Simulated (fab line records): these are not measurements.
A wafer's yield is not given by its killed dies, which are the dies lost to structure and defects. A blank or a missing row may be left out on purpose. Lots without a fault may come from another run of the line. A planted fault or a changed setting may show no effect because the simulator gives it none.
fab line records    flow n5_finfet
record: lots: 7  wafers: 21
route steps=1938 shown BEOL_M4@1070 BEOL_M5@1130 BEOL_M6@1212
start_h: hours from the record's first day to the start of the lot's first wafer shown    wait_h: hours since the lot's step before    " identical to the entry in the row above    L1.1+2: a single row standing in for several wafers    - value missing, or start not given    * or withheld: withheld    < > ~ a bound
route shown NAME@n: names a module that has steps shown in the file, with the first one's number in the route    usual: the fault-free wafers' mean and standard deviation    same: alike in all rows    chamber/n: place in a boat    sites: the reading at each site    _std_site: standard deviation of those values    _edge_site: the outer-site mean with the inner-site mean subtracted    radius_mm: for every site, how far away it sits from the centre of the wafer    mask NAME#n: copy n    behind: tool/chamber where the wafer was last shaped    hold: why the lot was held/for how many hours/how that ended    device: names the non-switching transistor (n, p or np)    end of line: the tests these same wafers got at the end of their route    a step with no rows: only its recipe    killed: count of dies lost to structure and defects at first sort (not the wafer's yield)    map: a wafer's dies, marking killed ones x, the rest . and places with no die _
set.NAME: setting as actually run; set.NAME@STEP: the setting as run at that earlier step    model.NAME: the simulator's own value behind a step, which no gauge read
lots run with intentionally changed settings; tables by step, rows by wafer
== steps ==
step: N5_BEOL_M4_TRENCH_ETCH_37
recipe: chemistry: C4F6/O2  target_depth_a: 555.55  target: SiOC  time_s: 29.2  ion_energy_ev: 250  pressure_mtorr: 30  source_w: 355  bias_w: 185  Ar_flow_sccm: 300  C4F6_flow_sccm: 10  O2_flow_sccm: 10
lot.wafer  tool         chamber  start_h  wait_h  set.time_s  model.etch.depth_nm  model.BEOL_M4.feature_depth_nm
L076.2     rie_diel-06  2        -        -       29.2        55.65                55.6
L076.3     "            1        "        "       29.2        55.03                55
L076.6     "            1        "        "       29.2        55.06                55
L077.1     rie_diel-05  1        -        -       29.2        56.47                56.4
L077.3     "            3        "        "       25.07       47.93                48
L077.5     "            2        "        "       25.07       48.1                 48.2
L089.1     rie_diel-02  3        -        -       29.2        55.03                55
L089.4     "            0        "        "       25.3        46.04                46
L089.5     "            0        "        "       25.3        46.11                46.2
L090.2     rie_diel-05  2        -        -       29.2        55.8                 55.8
L090.3     "            3        "        "       29.2        55.4                 55.4
L090.6     "            3        "        "       29.2        55.65                55.6
L095.1     rie_diel-06  2        -        -       29.2        56.43                56.4
L095.2     "            3        "        "       23.3        43.81                43.8
L095.5     "            3        "        "       29.2        55.39                55.4
L094.1     rie_diel-06  0        -        -       30.93       59.33                59.4
L094.2     "            1        "        "       29.2        55.25                55.2
L094.3     "            2        "        "       30.93       59.27                59.2
L097.4     rie_diel-05  3        -        -       29.2        56.44                56.4
L097.5     "            3        "        "       29.2        56.38                56.4
L097.6     "            0        "        "       29.2        56.25                56.2
step: N5_BEOL_M4_ETCH_41
recipe: chemistry: CH3F/O2  target: SiCN  target_depth_a: 299  taper_deg: 2  time_s: 52.5  ion_energy_ev: 120  mask_material: TiN  pressure_mtorr: 30  source_w: 395  bias_w: 75  Ar_flow_sccm: 150  CH3F_flow_sccm: 30  O2_flow_sccm: 20
step: N5_BEOL_M4_STRIP_97
recipe: chemistry: N2/H2  time_s: 10  power_w: 450  temp_c: 40  pressure_mtorr: 20  rf_frequency_hz: 6e+07  bias_power_w: 7  n2_flow_sccm: 200  h2_flow_sccm: 200
step: N5_BEOL_M4_OCD_MEAS_38
usual: trench_depth_nm: 55.3/0.91
lot.wafer  tool    chamber  start_h  wait_h  set.time_s@BEOL_M4_TRENCH_ETCH_37  trench_depth_nm
L076.2     ocd-01  -        171.33   -       29.2                               55.6
L076.3     "       -        "        "       29.2                               55.2
L076.6     "       -        "        "       29.2                               54.9
L077.1     ocd-02  -        177.20   -       29.2                               56.1
L077.3     "       -        "        "       25.07                              47.4
L077.5     "       -        "        "       25.07                              47.8
L089.1     ocd-02  -        257.05   -       29.2                               55.0
L089.4     "       -        "        "       25.3                               46.2
L089.5     "       -        "        "       25.3                               46.3
L090.2     ocd-01  -        260.66   -       29.2                               55.9
L090.3     "       -        "        "       29.2                               55.0
L090.6     "       -        "        "       29.2                               55.7
L095.1     ocd-02  -        281.63   -       29.2                               56.9
L095.2     "       -        "        "       23.3                               43.3
L095.5     "       -        "        "       29.2                               55.2
L094.1     ocd-01  -        291.49   -       30.93                              59.4
L094.2     "       -        "        "       29.2                               55.4
L094.3     "       -        "        "       30.93                              59.5
L097.4     ocd-02  -        301.69   -       29.2                               56.8
L097.5     "       -        "        "       29.2                               56.2
L097.6     "       -        "        "       29.2                               56.4
step: N5_BEOL_M4_HM_STRIP_39
recipe: chemistry: peroxide_tin_strip  material: TiN  target_depth_a: 250  temp_c: 50  time_s: 158
step: N5_BEOL_M4_SRD_40
recipe: time_s: 30  temp_c: 23  rinse_liquid: diw  dry: ipa_marangoni
step: N5_BEOL_M4_ECD_50
recipe: material: Cu  target_thk_a: 3000
step: N5_BEOL_M4_ANNEAL_51
recipe: temp_c: 225  time_s: 90  ambient: N2
step: N5_BEOL_M4_CMP_52
recipe: stop_on: SiOC  t_overpolish_s: 6.8  down_force_psi: 1  platen_rpm: 50  clearing_platen_down_force_psi: 1.5  clearing_platen_rpm: 50  post_cmp_clean: cu_alkaline  target_thk_nm: 40  clearing_platen_pad_velocity_m_s: 0.99484  pad_velocity_m_s: 0.99484
lot.wafer  tool    chamber  start_h  wait_h  set.time_s@BEOL_M4_TRENCH_ETCH_37  model.Cu_of_BEOL_M4_ECD_50.thk_nm
L076.2+3   cmp-03  0,1      175.00   0.2     29.2                               40.4
L076.6     "       0        "        "       29.2                               39.2
L077.3+5   cmp-03  2,1      181.48   0.4     25.07                              32.2
L077.1     "       0        "        "       29.2                               42.2
L089.1     cmp-01  3        260.67   0.3     29.2                               40.4
L089.4     "       1        "        "       25.3                               29.6
L089.5     "       3        "        "       25.3                               30.8
L090.2     cmp-04  2        264.72   0.4     29.2                               40.6
L090.3+6   "       3,2      "        "       29.2                               40.2
L095.1     cmp-01  2        286.73   0.3     29.2                               40.4
L095.2     "       3        "        "       23.3                               27.4
L095.5     "       1        "        "       29.2                               39.6
L094.3     cmp-01  3        295.10   0.2     30.93                              42.4
L094.1     "       1        "        "       30.93                              43.8
L094.2     "       2        "        "       29.2                               37.6
L097.4+5   cmp-04  1,0      305.03   0.2     29.2                               39.6
L097.6     "       1        "        "       29.2                               41
step: N5_BEOL_M4_THK_MEAS_53
recipe: thk_meas_gauge: xrf  reads: Cu_of_BEOL_M4_ECD_50
usual: M4_THK: 39.9/1.4
lot.wafer  tool           chamber  start_h  wait_h  set.time_s@BEOL_M4_TRENCH_ETCH_37  M4_THK[nm]
L076.2     film_metro-02  -        175.29   -       29.2                               40.6
L076.3     "              -        "        "       29.2                               40.8
L076.6     "              -        "        "       29.2                               39.4
L077.1     film_metro-01  -        181.73   -       29.2                               42.4
L077.3     "              -        "        "       25.07                              32.6
L077.5     "              -        "        "       25.07                              32.2
L089.1     film_metro-01  -        260.92   -       29.2                               40.4
L089.4     "              -        "        "       25.3                               29.5
L089.5     "              -        "        "       25.3                               30.9
L090.2     film_metro-01  -        265.01   -       29.2                               40.5
L090.3     "              -        "        "       29.2                               40.0
L090.6     "              -        "        "       29.2                               39.9
L095.1     film_metro-02  -        286.99   -       29.2                               40.5
L095.2     "              -        "        "       23.3                               27.7
L095.5     "              -        "        "       29.2                               39.7
L094.1     film_metro-01  -        295.40   -       30.93                              44.0
L094.2     "              -        "        "       29.2                               37.9
L094.3     "              -        "        "       30.93                              42.8
L097.4     film_metro-02  -        305.28   -       29.2                               39.8
L097.5     "              -        "        "       29.2                               39.6
L097.6     "              -        "        "       29.2                               40.8
step: N5_BEOL_M4_PRE_CLEAN_60
recipe: gas: NH3/H2  time_s: 15  temp_c: *  rf_power_w: 300
step: N5_BEOL_M4_CO_CAP_55
recipe: material: Co  target_thk_a: 20  temp_c: 200  precursor: CCTBA/H2  pressure_torr: 30  time_s: 102.1
step: N5_BEOL_M4_PRE_CLEAN_56
recipe: gas: NH3  time_s: 15  temp_c: withheld  rf_power_w: 300
step: N5_BEOL_M4_DEP_57
recipe: material: SiCN  target_thk_a: 80  temp_c: withheld  precursor: 3MS/NH3  pressure_torr: 3  rf_w: 202  time_s: 14
step: N5_BEOL_M4_RS_MEAS_58
recipe: thk_meas_gauge: four-point-probe  reads: Co_of_BEOL_M4_CO_CAP_55+Cu_of_BEOL_M4_ECD_50+Co_of_BEOL_M4_CVD_47+TaN_of_BEOL_M4_ALD_84
usual: M4_RS: 0.675/0.029
lot.wafer  tool           chamber  start_h  wait_h  set.time_s@BEOL_M4_TRENCH_ETCH_37  M4_RS[ohm/sq]
L076.2     film_metro-01  -        175.55   0.1     29.2                               0.660
L076.3     "              -        "        "       29.2                               0.659
L076.6     "              -        "        "       29.2                               0.685
L077.1     film_metro-01  -        181.99   0.0     29.2                               0.625
L077.3     "              -        "        "       25.07                              0.888
L077.5     "              -        "        "       25.07                              0.888
L089.1     film_metro-01  -        261.18   0.0     29.2                               0.659
L089.4     "              -        "        "       25.3                               0.994
L089.5     "              -        "        "       25.3                               0.941
L090.2     film_metro-01  -        265.27   0.1     29.2                               0.657
L090.3     "              -        "        "       29.2                               0.668
L090.6     "              -        "        "       29.2                               0.666
L095.1     film_metro-01  -        287.25   0.0     29.2                               0.662
L095.2     "              -        "        "       23.3                               1.100
L095.5     "              -        "        "       29.2                               0.678
L094.1     film_metro-02  -        295.66   0.0     30.93                              0.595
L094.2     "              -        "        "       29.2                               0.724
L094.3     "              -        "        "       30.93                              0.621
L097.4     film_metro-01  -        305.55   0.0     29.2                               0.678
L097.5     "              -        "        "       29.2                               0.678
L097.6     "              -        "        "       29.2                               0.648
step: N5_BEOL_M5_ETCH_72
recipe: chemistry: N2/H2  target: underlayer  target_depth_a: 65  mask_material: CAR-EUV  time_s: 5.2  ion_energy_ev: 200  pressure_mtorr: 30  source_w: 840  bias_w: 150  n2_flow_sccm: 200  h2_flow_sccm: 200  ends: cleared
usual: rf_vpp_V: 524.6/2.9
lot.wafer  tool         chamber  start_h  wait_h  set.bias_w  rf_vpp_V
L076.2     rie_diel-04  3        178.59   0.0     150         522.6
L076.3     "            0        "        "       150         524.8
L076.6     "            0        "        "       150         525.2
L077.1     rie_diel-04  1        185.82   0.0     150         521.5
L077.3     "            0        "        "       150         522.9
L077.5     "            1        "        "       150         521.7
L089.1     rie_diel-01  2        264.01   0.0     171.8       570.2
L089.4     "            0        "        "       171.8       577.6
L089.5     "            3        "        "       150         526.8
L090.2     rie_diel-03  3        268.08   0.0     159.9       543.4
L090.3     "            0        "        "       159.9       550.7
L090.6     "            2        "        "       159.9       549.4
L095.1     rie_diel-03  2        290.09   0.0     150         528.6
L095.2     "            0        "        "       150         528.0
L095.5     "            0        "        "       150         529.5
L094.1     rie_diel-04  0        298.84   0.0     158.5       546.3
L094.2     "            2        "        "       150         524.7
L094.3     "            1        "        "       150         522.2
L097.4     rie_diel-01  2        308.00   0.0     150         523.3
L097.5     "            0        "        "       150         528.6
L097.6     "            3        "        "       150         524.6
step: N5_BEOL_M5_COAT_22
recipe: resist: CAR-EUV  spin_rpm: 1500  resist_thk_nm: 30
lot.wafer   tool            chamber  start_h  wait_h  set.spin_rpm  model.CAR-EUV_of_BEOL_M5_COAT_22.thk_nm
L076.2+3+6  litho_track-02  0        -        -       1500          30
L077.1      litho_track-04  0        -        -       1366          31.6
L077.3+5    "               0        "        "       1500          30
L089.1+4    litho_track-03  0        -        -       1343          31.8
L089.5      "               0        "        "       1500          30.2
L090.2+6    litho_track-04  0        -        -       1500          30
L090.3      "               0        "        "       1590          29.2
L095.1+2+5  litho_track-04  0        -        -       1500          30
L094.1+3    litho_track-02  0        -        -       1629          28.8
L094.2      "               0        "        "       1500          30
L097.4+6    litho_track-03  0        -        -       1500          30
L097.5      "               0        "        "       1432          30.6
step: N5_BEOL_M5_EBR_24
recipe: solvent: PGMEA  ebr_width_mm: 1.5
step: N5_BEOL_M5_SOFTBAKE_23
recipe: temp_c: 110  time_s: 60  resist: CAR-EUV
step: N5_BEOL_M5_DESCUM_33
recipe: chemistry: O2  time_s: 7  source_power_w: 50  bias_power_w: 20  pressure_mtorr: 20  rf_frequency_hz: 2.712e+07  temp_c: 40  resist: CAR-EUV  o2_flow_sccm: 225
lot.wafer  tool         chamber  start_h  wait_h  set.spin_rpm@BEOL_M5_COAT_22  model.CAR-EUV_of_BEOL_M5_COAT_22.thk_nm
L076.2+6   rie_diel-01  3,1      181.41   0.4     1500                          26
L076.3     "            2        "        "       1500                          26.2
L077.1     rie_diel-01  2        188.10   0.0     1366                          27.6
L077.3+5   "            3,0      "        "       1500                          26.2
L089.1+4   rie_diel-01  1,0      265.98   0.3     1343                          28
L089.5     "            0        "        "       1500                          26.2
L090.2+6   rie_diel-03  1,2      269.28   0.0     1500                          26
L090.3     "            0        "        "       1590                          25.2
L095.1+5   rie_diel-04  3,2      291.23   0.3     1500                          26
L095.2     "            1        "        "       1500                          26.2
L094.1     rie_diel-01  3        300.43   0.5     1629                          25
L094.2     "            0        "        "       1500                          26.2
L094.3     "            2        "        "       1629                          24.8
L097.4     rie_diel-01  2        309.54   0.0     1500                          26.2
L097.5     "            0        "        "       1432                          26.8
L097.6     "            3        "        "       1500                          26
step: N5_BEOL_M6_ETCH_62
recipe: chemistry: N2/H2  target: SOC  target_depth_a: 1100  overetch_a: 220  mask_material: SiARC  temp_c: 40  time_s: 165  ion_energy_ev: 200  pressure_mtorr: 30  source_w: 840  bias_w: 150  n2_flow_sccm: 200  h2_flow_sccm: 200
lot.wafer   tool         chamber  start_h  wait_h  set.time_s  model.SiARC_of_BEOL_M6_COAT_60.thk_nm
L076.2      rie_diel-02  2        191.34   0.0     165         28.4
L076.3+6    "            3        "        "       165         28.2
L077.1      rie_diel-06  3        198.85   0.0     180.8       27.6
L077.3      "            1        "        "       180.8       27.8
L077.5      "            0        "        "       165         28.2
L089.1+4+5  rie_diel-05  1,1,0    276.43   0.0     165         28.4
L090.2      rie_diel-02  2        282.03   0.0     128.7       29.6
L090.3+6    "            3,2      "        "       165         28.4
L095.1      rie_diel-06  0        302.18   0.0     140.9       29
L095.2      "            2        "        "       140.9       29.2
L095.5      "            1        "        "       165         28.2
L094.1+3    rie_diel-06  3,2      310.54   0.0     165         28.4
L094.2      "            0        "        "       165         28
L097.4      rie_diel-06  1        318.85   0.0     198.2       27
L097.5      "            0        "        "       198.2       26.8
L097.6      "            1        "        "       165         28.4
step: N5_BEOL_M6_STRIP_68
recipe: chemistry: N2/H2  temp_c: 40  n2_flow_sccm: 200  h2_flow_sccm: 200  rf_frequency_hz: 6e+07
step: N5_BEOL_M6_STRIP_67
recipe: chemistry: CF4  resist: SiARC  power_w: 300  bias_power_w: 75  pressure_mtorr: 50  cf4_flow_sccm: 150  rf_frequency_hz: 6e+07
step: N5_BEOL_M6_HM_OPEN_17
recipe: chemistry: Cl2/BCl3  target_depth_a: 200  overetch_a: 60  target: TiN  mask_material: SOC  ion_energy_ev: 150  pressure_mtorr: 10  icp_w: 1000  bias_w: 126  Cl2_flow_sccm: 53.25  bcl3_flow_sccm: 21.75  Ar_flow_sccm: 25
lot.wafer  tool          chamber  start_h  wait_h  set.time_s@BEOL_M6_ETCH_62  model.etch.depth_nm
L076.2     rie_metal-02  0        191.53   0.0     165                         19.64
L076.3     "             0        "        "       165                         19.86
L076.6     "             1        "        "       165                         19.99
L077.1     rie_metal-01  1        199.03   0.0     180.8                       18.76
L077.3     "             1        "        "       180.8                       18.73
L077.5     "             0        "        "       165                         20.05
L089.1     rie_metal-01  1        276.62   0.0     165                         19.72
L089.4     "             1        "        "       165                         19.77
L089.5     "             1        "        "       165                         19.73
L090.2     rie_metal-02  1        282.22   0.0     128.7                       19.81
L090.3     "             1        "        "       165                         19.93
L090.6     "             1        "        "       165                         19.66
L095.1     rie_metal-02  1        302.36   0.0     140.9                       20.15
L095.2     "             0        "        "       140.9                       20.06
L095.5     "             1        "        "       165                         20.25
L094.1+3   rie_metal-01  1        310.73   0.0     165                         19.94
L094.2     "             0        "        "       165                         19.96
L097.4     rie_metal-03  1        319.06   0.1     198.2                       16.68
L097.5     "             0        "        "       198.2                       16.47
L097.6     "             1        "        "       165                         20
step: N5_BEOL_M6_EXPOSE_25
recipe: mask_id: V5  na: 0.33  source_shape: annular  sigma_inner: 0.4  sigma_outer: 0.8  polarization: unpolarized  target_cd_nm: 40  dose_mj: 45
lot.wafer   tool            chamber  start_h  wait_h  mask  set.dose_mj
L076.2+3+6  euv_scanner-02  0        193.52   -       V5#0  45
L077.1+3    euv_scanner-02  0        199.62   -       V5#0  45
L077.5      "               0        "        "       V5#0  43.45
L089.1+4+5  euv_scanner-01  0        280.24   -       V5#0  45
L090.2      euv_scanner-01  0        283.87   -       V5#0  47.56
L090.3+6    "               0        "        "       V5#0  45
L095.1+2    euv_scanner-01  0        304.55   -       V5#0  45
L095.5      "               0        "        "       V5#0  42.77
L094.1+2    euv_scanner-02  0        311.42   -       V5#0  47.67
L094.3      "               0        "        "       V5#0  45
L097.4+5    euv_scanner-02  0        321.72   -       V5#0  48.08
L097.6      "               0        "        "       V5#0  45
step: N5_BEOL_M6_PEB_26
recipe: peb_temp_c: 100  peb_time_s: 60  resist: CAR-EUV
step: N5_BEOL_M6_DEVELOP_27
recipe: develop_time_s: 30  developer: TMAH  resist: CAR-EUV  rinse_liquid: surfactant_rinse  dry: air_spin  dev_temp_c: 23
step: N5_BEOL_M6_CD_MEAS_28
recipe: target_cd_nm: 40  landing_energy_ev: 500  detector: se_inlens
usual: cd_nm: 40.01/0.23
lot.wafer  tool       chamber  start_h  wait_h  set.dose_mj@BEOL_M6_EXPOSE_25  cd_nm
L076.2     cd_sem-01  0        193.65   -       45                             39.72
L076.3     "          0        "        "       45                             39.86
L076.6     "          0        "        "       45                             40.09
L077.1     cd_sem-02  0        199.75   -       45                             40.19
L077.3     "          0        "        "       45                             40.12
L077.5     "          0        "        "       43.45                          39.43
L089.1     cd_sem-02  0        280.37   -       45                             40.11
L089.4     "          0        "        "       45                             39.99
L089.5     "          0        "        "       45                             40.02
L090.2     cd_sem-01  0        284.00   -       47.56                          41.11
L090.3     "          0        "        "       45                             39.60
L090.6     "          0        "        "       45                             39.80
L095.1     cd_sem-02  0        304.68   -       45                             40.50
L095.2     "          0        "        "       45                             40.13
L095.5     "          0        "        "       42.77                          38.78
L094.1     cd_sem-03  0        311.56   -       47.67                          41.52
L094.2     "          0        "        "       47.67                          41.32
L094.3     "          0        "        "       45                             39.80
L097.4     cd_sem-03  0        321.84   -       48.08                          41.60
L097.5     "          0        "        "       48.08                          41.40
L097.6     "          0        "        "       45                             39.98
step: N5_BEOL_M6_DESCUM_33
recipe: chemistry: O2  time_s: 7  source_power_w: 50  bias_power_w: 20  pressure_mtorr: 20  rf_frequency_hz: 2.712e+07  temp_c: 40  resist: CAR-EUV  o2_flow_sccm: 225
lot.wafer   tool         chamber  start_h  wait_h  set.dose_mj@BEOL_M6_EXPOSE_25  model.BEOL_M6.cd_nm
L076.2      rie_diel-05  1        193.77   0.0     45                             40.2
L076.3+6    "            2,0      "        "       45                             40
L077.1      rie_diel-06  1        199.88   0.0     45                             40.2
L077.3      "            3        "        "       45                             40
L077.5      "            2        "        "       43.45                          39.2
L089.1+4+5  rie_diel-02  1,2,2    280.50   0.0     45                             40
L090.2      rie_diel-06  3        284.28   0.2     47.56                          41.2
L090.3      "            0        "        "       45                             40
L090.6      "            2        "        "       45                             39.8
L095.1+2    rie_diel-05  2,1      305.12   0.3     45                             40.2
L095.5      "            0        "        "       42.77                          39.2
L094.1+2    rie_diel-06  0,1      312.03   0.4     47.67                          41.2
L094.3      "            2        "        "       45                             40
L097.4+5    rie_diel-06  3        322.26   0.3     48.08                          41.4
L097.6      "            2        "        "       45                             40
step: N5_BEOL_M6_ETCH_72
recipe: chemistry: N2/H2  target: underlayer  target_depth_a: 65  mask_material: CAR-EUV  time_s: 5.2  ion_energy_ev: 200  pressure_mtorr: 30  source_w: 840  bias_w: 150  n2_flow_sccm: 200  h2_flow_sccm: 200  ends: cleared
lot.wafer   tool         chamber  start_h  wait_h  set.dose_mj@BEOL_M6_EXPOSE_25  model.BEOL_M6.cd_nm
L076.2+3    rie_diel-05  1,2      193.80   0.0     45                             40.2
L076.6      "            0        "        "       45                             40
L077.1      rie_diel-06  1        199.91   0.0     45                             40.2
L077.3      "            3        "        "       45                             40
L077.5      "            2        "        "       43.45                          39.2
L089.1+4+5  rie_diel-02  1,2,2    280.53   0.0     45                             40
L090.2      rie_diel-06  3        284.32   0.0     47.56                          41
L090.3      "            0        "        "       45                             40
L090.6      "            2        "        "       45                             39.8
L095.1      rie_diel-05  2        305.15   0.0     45                             40.4
L095.2      "            1        "        "       45                             40.2
L095.5      "            0        "        "       42.77                          39.4
L094.1+2    rie_diel-06  0,1      312.07   0.0     47.67                          41.2
L094.3      "            2        "        "       45                             39.8
L097.4+5    rie_diel-06  3        322.30   0.0     48.08                          41.4
L097.6      "            2        "        "       45                             40.2
step: N5_BEOL_M6_ETCH_65
recipe: chemistry: CF4  target: SiARC  target_depth_a: 156  mask_material: CAR-EUV  time_s: 26  ion_energy_ev: 80  pressure_mtorr: 40  source_w: 545  bias_w: 36  Ar_flow_sccm: 100  cf4_flow_sccm: 100  ends: cleared
step: N5_BEOL_M6_ETCH_66
recipe: chemistry: N2/H2  target: SOC  target_depth_a: 800  overetch_a: 160  mask_material: SiARC  temp_c: 40  time_s: 120  ion_energy_ev: 200  pressure_mtorr: 30  source_w: 840  bias_w: 150  n2_flow_sccm: 200  h2_flow_sccm: 200
lot.wafer  tool         chamber  start_h  wait_h  set.dose_mj@BEOL_M6_EXPOSE_25  model.BEOL_M6.cd_nm
L076.2+3   rie_diel-05  1,2      193.85   0.0     45                             40.4
L076.6     "            0        "        "       45                             40.2
L077.1+3   rie_diel-06  1,3      199.96   0.0     45                             40.2
L077.5     "            2        "        "       43.45                          39.6
L089.1     rie_diel-02  1        280.58   0.0     45                             40.2
L089.4+5   "            2        "        "       45                             39.8
L090.2     rie_diel-06  3        284.36   0.0     47.56                          40.8
L090.3     "            0        "        "       45                             40
L090.6     "            2        "        "       45                             39.8
L095.1     rie_diel-05  2        305.20   0.0     45                             40.4
L095.2     "            1        "        "       45                             40.2
L095.5     "            0        "        "       42.77                          39.4
L094.1     rie_diel-06  0        312.11   0.0     47.67                          41
L094.2     "            1        "        "       47.67                          41.2
L094.3     "            2        "        "       45                             40
L097.4     rie_diel-06  3        322.34   0.0     48.08                          41.4
L097.5     "            3        "        "       48.08                          41.2
L097.6     "            2        "        "       45                             40.2
== key ==
split: step: N5_BEOL_M4_TRENCH_ETCH_37  setting: time_s  stated: 29.2  by: wafer
response: step: N5_BEOL_M4_TRENCH_ETCH_37  reading: model.etch.depth_nm  change: +0.618  per: 1%  r: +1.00
response: step: N5_BEOL_M4_TRENCH_ETCH_37  reading: model.BEOL_M4.feature_depth_nm  change: +0.615  per: 1%  r: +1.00
response: step: N5_BEOL_M4_OCD_MEAS_38  reading: trench_depth_nm  change: +0.633  per: 1%  r: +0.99
response: step: N5_BEOL_M4_CMP_52  reading: model.Cu_of_BEOL_M4_ECD_50.thk_nm  change: +0.687  per: 1%  r: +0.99
response: step: N5_BEOL_M4_THK_MEAS_53  reading: M4_THK  change: +0.681  per: 1%  r: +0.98
response: step: N5_BEOL_M4_RS_MEAS_58  reading: M4_RS  change: -0.021  per: 1%  r: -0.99
split: step: N5_BEOL_M5_ETCH_72  setting: bias_w  stated: 150  by: wafer
response: step: N5_BEOL_M5_ETCH_72  reading: rf_vpp_V  change: +3.34  per: 1%  r: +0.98
split: step: N5_BEOL_M5_COAT_22  setting: spin_rpm  stated: 1500  by: wafer
response: step: N5_BEOL_M5_COAT_22  reading: model.CAR-EUV_of_BEOL_M5_COAT_22.thk_nm  change: -0.153  per: 1%  r: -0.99
response: step: N5_BEOL_M5_DESCUM_33  reading: model.CAR-EUV_of_BEOL_M5_COAT_22.thk_nm  change: -0.158  per: 1%  r: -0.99
split: step: N5_BEOL_M6_ETCH_62  setting: time_s  stated: 165  by: wafer
response: step: N5_BEOL_M6_ETCH_62  reading: model.SiARC_of_BEOL_M6_COAT_60.thk_nm  change: -0.0624  per: 1%  r: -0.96
response: step: N5_BEOL_M6_HM_OPEN_17  reading: model.etch.depth_nm  shape: bent  at_lowest: 19.81  at_stated: 19.89  at_highest: 16.57
split: step: N5_BEOL_M6_EXPOSE_25  setting: dose_mj  stated: 45  by: wafer
response: step: N5_BEOL_M6_CD_MEAS_28  reading: cd_nm  change: +0.253  per: 1%  r: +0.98
response: step: N5_BEOL_M6_DESCUM_33  reading: model.BEOL_M6.cd_nm  change: +0.213  per: 1%  r: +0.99
response: step: N5_BEOL_M6_ETCH_72  reading: model.BEOL_M6.cd_nm  change: +0.201  per: 1%  r: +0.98
response: step: N5_BEOL_M6_ETCH_66  reading: model.BEOL_M6.cd_nm  change: +0.17  per: 1%  r: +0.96
